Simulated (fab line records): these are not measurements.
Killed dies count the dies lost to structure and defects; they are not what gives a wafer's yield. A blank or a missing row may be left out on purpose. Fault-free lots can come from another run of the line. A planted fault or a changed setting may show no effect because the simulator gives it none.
fab line records -- flow nand_harc
record lots=6, wafers=18, last_day=31
route steps=1302 shown A_CHANNEL_HOLE_D1@488 A_CHANNEL_FILL_D1@490 A_DECK1_JOINT@518 END@1302
lots that met no fault: taken from a fault-free run of the same line
start_h: hours from the record's opening day to when the first of the lot's shown wafers began -- wait_h: time in hours since the lot's previous step -- " same as the row above -- L1.1+2: a row that stands for several wafers -- - no value, or no start was given -- * or withheld: withheld -- < > ~ a bound
route shown NAME@n: a module of which the file shows steps, and the number in the route of the first -- usual: average and standard deviation across the fault-free wafers -- same: alike in all rows -- chamber/n: place in a boat -- sites: per-site readings -- _std_site: how widely they spread, as a standard deviation -- _edge_site: the outer-site mean with the inner-site mean subtracted -- radius_mm: how far each site lies from the wafer's centre -- mask NAME#n: copy n -- behind: the last tool/chamber to shape the wafer -- hold: cause of the lot's hold/its duration in hours/its outcome -- device: the transistor (n, p or np) that didn't switch -- end of line: the tests these same wafers got at the end of their route -- where a step has no rows: the recipe by itself -- killed: dies that structure and defects cost at the first sort, which is not the same as the wafer's yield -- map: the dies of a wafer, with x for killed, . for not killed, _ for no die there
set.NAME: the setting the step ran with; set.NAME@STEP: the setting that earlier step ran with -- model.NAME: the simulator's own value behind a step, which no gauge read
certain route steps with their lots: each step a table, each wafer a row
services: from which hour (start_h, from the record's first day; less than 0 if before it) a tool's chamber was out of use, for how many hours, and why
## steps
# step NHARC_A_CHANNEL_HOLE_D1_XSEM_31
# recipe landing_energy_ev=35000
# usual bot_cd_nm=73.9/1.3, bow_nm=8.73/0.25, tilt_deg=0.08/0.038
lot.wafer,tool,chamber,start_h,wait_h,bot_cd_nm,bow_nm,tilt_deg
L848.2,xsem-02,0,213.41,0.1,75.4,9.03,0.08
L848.5,xsem-02,0,213.41,0.1,74.0,9.00,0.08
L848.6,xsem-02,0,213.41,0.1,74.1,9.05,0.08
L850.2,xsem-02,0,227.35,0.1,73.3,8.52,0.06
L850.3,xsem-02,0,227.35,0.1,74.0,8.61,0.06
L850.6,xsem-02,0,227.35,0.1,73.0,8.55,0.06
L851.1,xsem-02,0,243.72,0.1,72.9,8.65,0.09
L851.2,xsem-02,0,243.72,0.1,73.4,8.71,0.09
L851.5,xsem-02,0,243.72,0.1,71.9,8.74,0.09
L855.2,xsem-01,0,280.85,0.1,72.0,8.85,0.14
L855.5,xsem-01,0,280.85,0.1,73.0,8.80,0.14
L855.6,xsem-01,0,280.85,0.1,72.4,8.86,0.14
L863.1,xsem-01,0,361.78,0.1,74.4,8.69,0.08
L863.5,xsem-01,0,361.78,0.1,75.0,8.78,0.08
L863.6,xsem-01,0,361.78,0.1,73.7,8.75,0.08
L864.2,xsem-02,0,370.56,0.1,74.3,8.52,0.12
L864.4,xsem-02,0,370.56,0.1,74.7,8.53,0.12
L864.5,xsem-02,0,370.56,0.1,72.4,8.53,0.12
# step NHARC_A_CHANNEL_HOLE_D1_INSPECT_40
# usual raw_defect_count=70/27
lot.wafer,tool,chamber,start_h,wait_h,raw_defect_count
L848.2,defect_inspect-02,-,213.50,-,42
L848.5,defect_inspect-02,-,213.50,-,48
L848.6,defect_inspect-02,-,213.50,-,53
L850.2,defect_inspect-01,-,227.45,-,37
L850.3,defect_inspect-01,-,227.45,-,50
L850.6,defect_inspect-01,-,227.45,-,48
L851.1,defect_inspect-01,-,243.82,-,114
L851.2,defect_inspect-01,-,243.82,-,128
L851.5,defect_inspect-01,-,243.82,-,97
L855.2,defect_inspect-01,-,280.94,-,84
L855.5,defect_inspect-01,-,280.94,-,104
L855.6,defect_inspect-01,-,280.94,-,100
L863.1,defect_inspect-01,-,361.88,-,88
L863.5,defect_inspect-01,-,361.88,-,90
L863.6,defect_inspect-01,-,361.88,-,89
L864.2,defect_inspect-02,-,370.65,-,77
L864.4,defect_inspect-02,-,370.65,-,60
L864.5,defect_inspect-02,-,370.65,-,52
# step NHARC_A_CHANNEL_FILL_D1_PRECLEAN_00
# recipe time_s=*, temp_c=50, bath_age_min=0, chemistry=SC1
# step NHARC_A_CHANNEL_FILL_D1_SRD_01
# step NHARC_A_CHANNEL_FILL_D1_ALD_02
# recipe target_thk_a=60, pulse_time_s=10, ald_cycles=60, temp_c=300, material=SiO2
# usual heater_power_outer_w=259/26, heater_power_w=466/33, precursor_pulse_height_rel=1.004/0.021
lot.wafer,tool,chamber,start_h,wait_h,heater_power_outer_w,heater_power_w,precursor_pulse_height_rel
L848.2,ald_hk-03,1,213.69,-,250,464,0.990
L848.5,ald_hk-03,1,213.69,-,247,453,1.004
L848.6,ald_hk-03,2,213.69,-,267,442,1.027
L850.3,ald_hk-02,2,227.64,-,240,436,0.973
L850.2,ald_hk-02,3,227.64,-,249,477,1.003
L850.6,ald_hk-02,3,227.64,-,246,479,1.024
L851.1,ald_hk-01,0,244.09,-,230,442,0.977
L851.2,ald_hk-01,1,244.09,-,304,516,0.981
L851.5,ald_hk-01,0,244.09,-,236,448,1.023
L855.2,ald_hk-03,2,281.13,-,260,463,0.994
L855.6,ald_hk-03,2,281.13,-,261,467,1.016
L855.5,ald_hk-03,3,281.13,-,234,438,1.008
L863.1,ald_hk-02,3,362.28,-,246,468,1.000
L863.6,ald_hk-02,0,362.28,-,279,477,1.011
L863.5,ald_hk-02,1,362.28,-,242,422,1.002
L864.2,ald_hk-03,2,370.84,-,268,469,0.984
L864.4,ald_hk-03,3,370.84,-,239,440,0.983
L864.5,ald_hk-03,2,370.84,-,257,456,1.047
# step NHARC_A_CHANNEL_FILL_D1_ALD_03
# recipe target_thk_a=60, pulse_time_s=60, ald_cycles=58, temp_c=630, pressure_torr=2, material=SiNx
# step NHARC_A_CHANNEL_FILL_D1_ALD_14
# recipe target_thk_a=25, pulse_time_s=10, ald_cycles=25, temp_c=300, material=SiO2
# step NHARC_A_CHANNEL_FILL_D1_ALD_15
# recipe target_thk_a=20, pulse_time_s=60, ald_cycles=19, temp_c=630, pressure_torr=2, material=SiNx
# usual precursor_pulse_height_rel=1.000/0.019
lot.wafer,tool,chamber,start_h,wait_h,precursor_pulse_height_rel
L848.2,ald_sin_batch-03,0,-,-,1.007
L848.5,ald_sin_batch-03,0,-,-,1.011
L848.6,ald_sin_batch-03,0,-,-,0.999
L850.2,ald_sin_batch-03,0,-,-,1.045
L850.3,ald_sin_batch-03,0,-,-,1.037
L850.6,ald_sin_batch-03,0,-,-,1.006
L851.1,ald_sin_batch-01,0,-,-,1.008
L851.2,ald_sin_batch-01,0,-,-,1.026
L851.5,ald_sin_batch-01,0,-,-,1.005
L855.2,ald_sin_batch-01,0,-,-,0.989
L855.5,ald_sin_batch-01,0,-,-,0.965
L855.6,ald_sin_batch-01,0,-,-,0.997
L863.1,ald_sin_batch-02,0,-,-,1.009
L863.5,ald_sin_batch-02,0,-,-,1.016
L863.6,ald_sin_batch-02,0,-,-,1.011
L864.2,ald_sin_batch-01,0,-,-,0.991
L864.4,ald_sin_batch-01,0,-,-,0.996
L864.5,ald_sin_batch-01,0,-,-,0.970
# step NHARC_A_CHANNEL_FILL_D1_ALD_16
# recipe target_thk_a=15, pulse_time_s=10, ald_cycles=15, temp_c=300, material=SiO2
# step NHARC_A_CHANNEL_FILL_D1_ANNEAL_17
# recipe temp_c=850, time_s=1800
# step NHARC_A_CHANNEL_FILL_D1_CVD_18
# recipe target_thk_a=30, temp_c=550, material=poly-Si
# step NHARC_A_CHANNEL_FILL_D1_ETCHBACK_19
# recipe target_depth_a=50, time_s=1.7, hbr_flow_sccm=150, cl2_flow_sccm=50, rf_w=400, icp_w=400, bias_w=100, chemistry=HBr/Cl2
# usual drypump_motor_current_A=5.62/0.29, oes_product_au=1.000/0.012, throttle_valve_pct=26.406/0.0099
lot.wafer,tool,chamber,start_h,wait_h,drypump_motor_current_A,oes_product_au,rf_hours_counter_h,throttle_valve_pct
L848.2,rie_si-05,2,237.13,0.4,5.73,0.994,0.70,26.408
L848.6,rie_si-05,0,237.13,0.4,6.26,0.986,-,26.405
L848.5,rie_si-05,1,237.13,0.4,5.63,1.005,-,26.410
L850.3,rie_si-02,1,251.94,0.4,5.54,0.983,0.84,26.399
L850.2,rie_si-02,3,251.94,0.4,5.62,1.010,0.98,26.419
L850.6,rie_si-02,0,251.94,0.4,5.11,1.000,-,26.408
L851.1,rie_si-05,3,265.67,0.4,5.76,0.999,0.85,26.392
L851.2,rie_si-05,1,265.67,0.4,5.64,0.996,0.81,26.414
L851.5,rie_si-05,3,265.67,0.4,5.78,1.007,-,26.406
L855.2,rie_si-01,1,305.09,0.4,5.55,0.991,0.72,26.410
L855.5,rie_si-01,1,305.09,0.4,5.58,0.989,-,26.403
L855.6,rie_si-01,2,305.09,0.4,5.71,0.996,-,26.423
L863.1,rie_si-02,1,386.06,0.4,5.54,1.024,0.61,26.401
L863.6,rie_si-02,0,386.06,0.4,5.11,0.997,-,26.405
L863.5,rie_si-02,1,386.06,0.4,5.53,1.020,-,26.393
L864.4,rie_si-02,2,393.26,0.4,5.19,0.986,0.57,26.389
L864.2,rie_si-02,3,393.26,0.4,5.63,1.002,0.46,26.403
L864.5,rie_si-02,0,393.26,0.4,5.12,1.004,-,26.403
# step NHARC_A_CHANNEL_FILL_D1_ETCHBACK_20
# recipe target_depth_a=270, time_s=13.5, c4f8_flow_sccm=withheld, o2_flow_sccm=8, ar_flow_sccm=withheld, rf_w=600, bias_w=1500, chemistry=C4F8/O2/Ar
# usual oes_product_au=0.97/0.038, rf_vpp_V=976/4.3
lot.wafer,tool,chamber,start_h,wait_h,oes_product_au,rf_hours_counter_h,rf_vpp_V
L848.2,rie_diel-03,0,237.26,-,0.92,7.7,976
L848.5,rie_diel-03,1,237.26,-,0.93,-,969
L848.6,rie_diel-03,2,237.26,-,0.94,-,982
L850.2,rie_diel-03,0,252.06,-,0.99,8.4,974
L850.3,rie_diel-03,3,252.06,-,1.01,7.7,976
L850.6,rie_diel-03,0,252.06,-,1.01,-,978
L851.1,rie_diel-13,1,265.78,-,0.93,4.1,972
L851.2,rie_diel-13,2,265.78,-,0.90,3.6,975
L851.5,rie_diel-13,2,265.78,-,0.92,-,975
L855.2,rie_diel-02,0,305.23,-,0.98,4.7,983
L855.5,rie_diel-02,3,305.23,-,1.01,-,974
L855.6,rie_diel-02,0,305.23,-,0.98,-,981
L863.1,rie_diel-13,0,386.18,-,0.99,1.1,971
L863.6,rie_diel-13,3,386.18,-,1.00,-,980
L863.5,rie_diel-13,0,386.18,-,0.98,-,969
L864.4,rie_diel-13,1,393.37,-,1.00,1.6,973
L864.2,rie_diel-13,3,393.37,-,1.00,1.4,981
L864.5,rie_diel-13,1,393.37,-,1.00,-,973
# step NHARC_A_CHANNEL_FILL_D1_STRIP_28
# recipe time_s=20, o2_flow_sccm=500, ar_flow_sccm=0, bias_w=0, chemistry=O2
# step NHARC_A_CHANNEL_FILL_D1_PRECLEAN_21
# recipe time_s=30, chemistry=dHF
# step NHARC_A_CHANNEL_FILL_D1_SRD_23
# step NHARC_A_CHANNEL_FILL_D1_CVD_05
# recipe target_thk_a=50, temp_c=550, material=poly-Si
# step NHARC_A_CHANNEL_FILL_D1_ANNEAL_22
# recipe temp_c=620, time_s=7200
# step NHARC_A_CHANNEL_FILL_D1_ALD_25
# recipe target_thk_a=600, pulse_time_s=10, ald_cycles=600, temp_c=300, material=SiOx
# step NHARC_A_CHANNEL_FILL_D1_ETCHBACK_08
# recipe target_depth_a=2200, time_s=110, c4f8_flow_sccm=20, ar_flow_sccm=withheld, rf_w=600, bias_w=300, chemistry=C4F8
# step NHARC_A_CHANNEL_FILL_D1_STRIP_29
# recipe time_s=20, o2_flow_sccm=500, ar_flow_sccm=0, bias_w=0, chemistry=O2
# step NHARC_A_CHANNEL_FILL_D1_PRECLEAN_30
# recipe time_s=30, chemistry=dHF
# step NHARC_A_CHANNEL_FILL_D1_SRD_31
# step NHARC_A_CHANNEL_FILL_D1_CVD_09
# recipe target_thk_a=1500, temp_c=620, pressure_mtorr=200, time_s=3000, material=poly-Si
# step NHARC_A_CHANNEL_FILL_D1_CMP_10
# recipe target_thk_nm=150
# step NHARC_A_CHANNEL_FILL_D1_SRD_12
# step NHARC_A_DECK1_JOINT_ETCHBACK_07
# recipe target_depth_a=1050, time_s=26.9, hbr_flow_sccm=150, rf_w=350, icp_w=350, bias_w=60, chemistry=HBr
# usual drypump_motor_current_A=5.8/0.45, oes_product_au=1.000/0.0076, throttle_valve_pct=23.266/0.0098
lot.wafer,tool,chamber,start_h,wait_h,drypump_motor_current_A,oes_product_au,rf_hours_counter_h,throttle_valve_pct
L848.2,rie_si-06,2,260.89,0.1,5.5,1.009,0,23.267
L848.6,rie_si-06,0,260.89,0.1,6.4,1.014,-,23.258
L848.5,rie_si-06,1,260.89,0.1,6.5,1.001,-,23.248
L850.2,rie_si-04,0,275.81,0.1,5.7,0.999,0.9,23.276
L850.3,rie_si-04,1,275.81,0.1,6.0,0.996,0.6,23.265
L850.6,rie_si-04,3,275.81,0.1,5.5,0.991,-,23.266
L851.1,rie_si-06,1,289.51,0.1,6.5,0.987,0.2,23.267
L851.2,rie_si-06,3,289.51,0.1,5.9,1.009,0.3,23.258
L851.5,rie_si-06,1,289.51,0.1,6.5,0.993,-,23.278
L855.2,rie_si-04,1,329.19,0.1,6.0,0.998,1.0,23.260
L855.6,rie_si-04,0,329.19,0.1,5.7,1.004,-,23.272
L855.5,rie_si-04,1,329.19,0.1,6.0,0.991,-,23.256
L863.1,rie_si-04,2,409.99,0.1,5.2,0.999,0.3,23.280
L863.5,rie_si-04,3,409.99,0.1,5.4,1.006,-,23.275
L863.6,rie_si-04,0,409.99,0.1,5.7,1.001,-,23.278
L864.2,rie_si-03,2,418.49,0.1,5.4,1.001,0.1,23.251
L864.4,rie_si-03,0,418.49,0.1,5.4,0.981,0.1,23.272
L864.5,rie_si-03,3,418.49,0.1,6.2,1.008,-,23.272
# step NHARC_A_DECK1_JOINT_ETCH_25
# recipe target_depth_a=5, chemistry=dHF, material=SiO2
# step NHARC_A_DECK1_JOINT_ETCH_19
# recipe temp_c=25, target_depth_a=30, chemistry=TMAH, material=poly-Si
# step NHARC_A_DECK1_JOINT_ETCH_18
# recipe target_depth_a=30, chemistry=dHF, material=SiO2
# step NHARC_A_DECK1_JOINT_WET_08
# recipe temp_c=160, time_s=86, chemistry=H3PO4
# step NHARC_A_DECK1_JOINT_ETCH_09
# recipe target_depth_a=50, chemistry=dHF, material=SiO2
# step NHARC_A_DECK1_JOINT_WET_10
# recipe temp_c=160, time_s=86, chemistry=H3PO4
# step NHARC_A_DECK1_JOINT_ETCH_11
# recipe target_depth_a=350, chemistry=dHF, material=SiO2
# step NHARC_A_DECK1_JOINT_CVD_12
# recipe target_thk_a=900, temp_c=620, pressure_mtorr=200, time_s=1800, material=poly-Si
# step NHARC_A_DECK1_JOINT_CMP_13
# recipe target_thk_nm=51.023
# step NHARC_A_DECK1_JOINT_THK_MEAS_14
# recipe thk_meas_gauge=ellipsometry
# usual thk_nm=51.3/1.5
lot.wafer,tool,chamber,start_h,wait_h,thk_nm
L848.2,film_metro-02,-,271.62,0.2,51.3
L848.5,film_metro-02,-,271.62,0.2,51.9
L848.6,film_metro-02,-,271.62,0.2,49.9
L850.2,film_metro-02,-,286.94,0.2,48.4
L850.3,film_metro-02,-,286.94,0.2,50.9
L850.6,film_metro-02,-,286.94,0.2,52.6
L851.1,film_metro-02,-,300.03,0.2,51.1
L851.2,film_metro-02,-,300.03,0.2,49.0
L851.5,film_metro-02,-,300.03,0.2,50.9
L855.2,film_metro-01,-,339.71,0.2,50.4
L855.5,film_metro-01,-,339.71,0.2,52.1
L855.6,film_metro-01,-,339.71,0.2,52.9
L863.1,film_metro-01,-,420.39,0.2,48.3
L863.5,film_metro-01,-,420.39,0.2,51.5
L863.6,film_metro-01,-,420.39,0.2,51.1
L864.2,film_metro-01,-,429.06,0.2,52.9
L864.4,film_metro-01,-,429.06,0.2,51.6
L864.5,film_metro-01,-,429.06,0.2,50.0
# step NHARC_A_DECK1_JOINT_SRD_04
# step NHARC_END_SORT_01
# recipe temp_c=25
# usual killed_at_array=58/20, killed_at_other=1.0/1.2, killed_at_periphery=4.1/3, killed_dies=63/20, killed_open=3.2/1.7, killed_short=2.5/1.5
# same gross_dies=677
lot.wafer,tool,chamber,start_h,wait_h,killed_at_array,killed_at_other,killed_at_periphery,killed_dies,killed_open,killed_short
L863.1,prober-01,0,718.59,2.5,138,1,4,143,1,2
L863.5,prober-01,0,721.85,3.7,150,0,5,155,2,3
L863.6,prober-01,0,722.66,4.1,162,2,1,165,6,2
L864.2,prober-02,0,735.87,2.8,133,0,2,135,2,1
L864.4,prober-02,0,737.48,3.4,116,0,8,124,5,2
L864.5,prober-02,0,738.29,3.7,122,1,1,124,1,2
# killed by level:class
L863.1 A_CHANNEL_FILL_D1:unspecified=52 A_SLIT:chamber_film_flake=31 A_CHANNEL_HOLE_D1:chamber_film_flake=28 A_CHANNEL_HOLE_D2:chamber_film_flake=21 P_M1:chamber_film_flake=3 P_M0:geometric_particle:short=1 A_SGD_CUT:geometric_particle:short=1 A_CONTACT:geometric_particle:open=1
L863.5 A_CHANNEL_FILL_D1:unspecified=54 A_SLIT:chamber_film_flake=35 A_CHANNEL_HOLE_D1:chamber_film_flake=25 A_CHANNEL_HOLE_D2:chamber_film_flake=25 A_CONTACT:chamber_film_flake=5 P_M0:geometric_particle:open=1 P_M0:geometric_particle:short=1 A_SGD_CUT:geometric_particle:short=1
L863.6 A_CHANNEL_FILL_D1:unspecified=71 A_SLIT:chamber_film_flake=31 A_CHANNEL_HOLE_D1:chamber_film_flake=28 A_CHANNEL_HOLE_D2:chamber_film_flake=20 A_DECK1_JOINT:geometric_particle:open=2 A_M0:geometric_particle:open=2 THIN_TSV:chamber_film_flake=2 A_STAIRCASE:chamber_film_flake=2
L864.2 A_CHANNEL_FILL_D1:unspecified=70 A_SLIT:chamber_film_flake=31 A_CHANNEL_HOLE_D1:chamber_film_flake=16 A_CONTACT:chamber_film_flake=7 A_STAIRCASE:chamber_film_flake=3 P_GATE:chamber_film_flake=2 A_DECK1_JOINT:chamber_film_flake=2 A_ONON_D1:geometric_particle:short=1
L864.4 A_CHANNEL_FILL_D1:unspecified=65 A_SLIT:chamber_film_flake=32 A_CHANNEL_HOLE_D1:chamber_film_flake=5 A_CONTACT:chamber_film_flake=4 P_GATE:chamber_film_flake=3 A_WL_FILL:chamber_film_flake=3 A_CHANNEL_FILL_D2:geometric_particle:open=2 P_STI:geometric_particle:open=1
L864.5 A_CHANNEL_FILL_D1:unspecified=74 A_SLIT:chamber_film_flake=35 A_CHANNEL_HOLE_D1:chamber_film_flake=5 A_CONTACT:chamber_film_flake=3 P_M0:geometric_particle:short=1 A_CHANNEL_HOLE_D1:geometric_particle:short=1 A_DECK1_JOINT:geometric_particle:open=1 A_DECK1_JOINT:chamber_film_flake=1
# map L863.6 (x killed, . not)
____________.____________
_________......._________
_______.....x....x_______
______.............______
_____..............._____
____.................____
____........x..x.x...____
___..........x.xx.x...___
___x.......x.xxxxx.x..___
__..........xxxxxx.xx..__
__..........xxxxxxxx...__
_.....x....x.xxxxxxx...._
_...........xxxxxxxx...._
_.x..........xxxxxxx...._
_x..........xxxxxxxx.x.._
_..x...xx.xx.xxxxxx....._
xxx...x.xx.....xxx...x...
xxx.x.x.xxx..............
xxxx...xxx.x......x......
.x.x.xxxx.x.......x......
xxxxx.xxx.......xx.x.x...
_..x..xxxxx...x.xx......_
_x.xxxx..x.x...x..xx...._
_.xx..........x........._
_x..............xxxx.x.._
_................xxx...._
__x...............x....__
__..............x......__
___..................x___
___...................___
____.................____
____........x......x.____
_____..............._____
______...x.......x.______
_______..........._______
_________......._________
____________.____________
# map L864.2 (x killed, . not)
____________.____________
_________......._________
_______..........._______
______.............______
_____............x.._____
____.....x....x......____
____............x....____
___......x..xx.x......___
___........xxx.xxx....___
__.......xxxxxxxxxxx...__
__......x...xxxxxx.x...__
_.....x..x..xxxxxxx....._
_..........x.xxxxxx....._
_......x....xxxxxxxx...._
_....x.x....xxxxxxxxx..._
_......xxx...xxxxxxx...._
.......xxx...xxxxxx.x....
......xxxxx.x......x.....
......x.xxx....x..x......
......xxxx.......x..x....
.......xxxx......x......x
_......xx.......xxx....._
_......x.......x.x......_
_......x.........xx..x.._
_................x...x.._
_......................._
__.................xx..__
__.....................__
___...........x.......___
___...................___
____...........x.....____
____.................____
_____....x.........._____
______...........x.______
_______..........._______
_________.x....._________
____________.____________
## services
tool,chamber,start_h,hours,kind
rie_diel-03,3,198.40,5.8,repair
rie_si-06,2,200.38,10.9,repair
rie_si-06,-,244.98,0.3,repair
rie_si-06,-,249.00,9.0,pm
rie_diel-13,3,249.14,13.6,repair
rie_diel-13,1,258.48,1.5,repair
rie_si-02,-,263.83,0.5,repair
rie_si-06,0,263.96,8.1,repair
rie_si-05,2,271.86,3.1,repair
rie_si-02,-,277.00,9.0,pm
rie_diel-03,-,281.30,9.0,pm
rie_si-05,-,305.00,9.0,pm
rie_diel-13,-,342.00,9.0,pm
rie_si-04,-,342.00,9.0,pm
ald_hk-02,-,350.48,10.0,pm
ald_sin_batch-01,-,358.67,3.2,repair
xsem-01,-,374.00,14.0,pm
rie_si-06,3,377.71,8.4,repair
rie_si-06,0,382.69,7.9,repair
rie_diel-13,3,387.48,1.3,repair
rie_diel-03,2,391.59,41.4,repair
ald_hk-03,-,392.17,10.0,pm
rie_si-02,1,397.64,3.4,repair
rie_si-02,1,417.84,6.4,repair
## key
first_sign step=NHARC_END_SORT_01, reading=killed_at_array, direction=up, sigmas=3.9, usual=58, struck=137
effect step=NHARC_END_SORT_01, reading=killed_dies, direction=up, sigmas=3.9, usual=63, struck=141
more_kills_born_at NHARC_A_CHANNEL_FILL_D1_ETCHBACK_20@rie_diel-13=385
met_at NHARC_A_CHANNEL_FILL_D1_ETCHBACK_20
struck_wafers L863.1,L863.5,L863.6,L864.2,L864.4,L864.5
tester_left_out L863,L864
onset_between 265.78 386.18
also_fits time
fault kind=chamber_particle_source, tool=rie_diel-13, chamber=-, onset_h=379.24, steps=NHARC_A_CHANNEL_FILL_D1_ETCHBACK_20, rate_per_visit_cm2=0.48346, end_h=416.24
# tester_left_out: of these lots the tester's yield and bins aren't shown, on N5 and GAA mostly nor the transistor test; their killed dies are dies lost to structure and defects alone, not to doping, threshold or leakage, so they don't give the yield
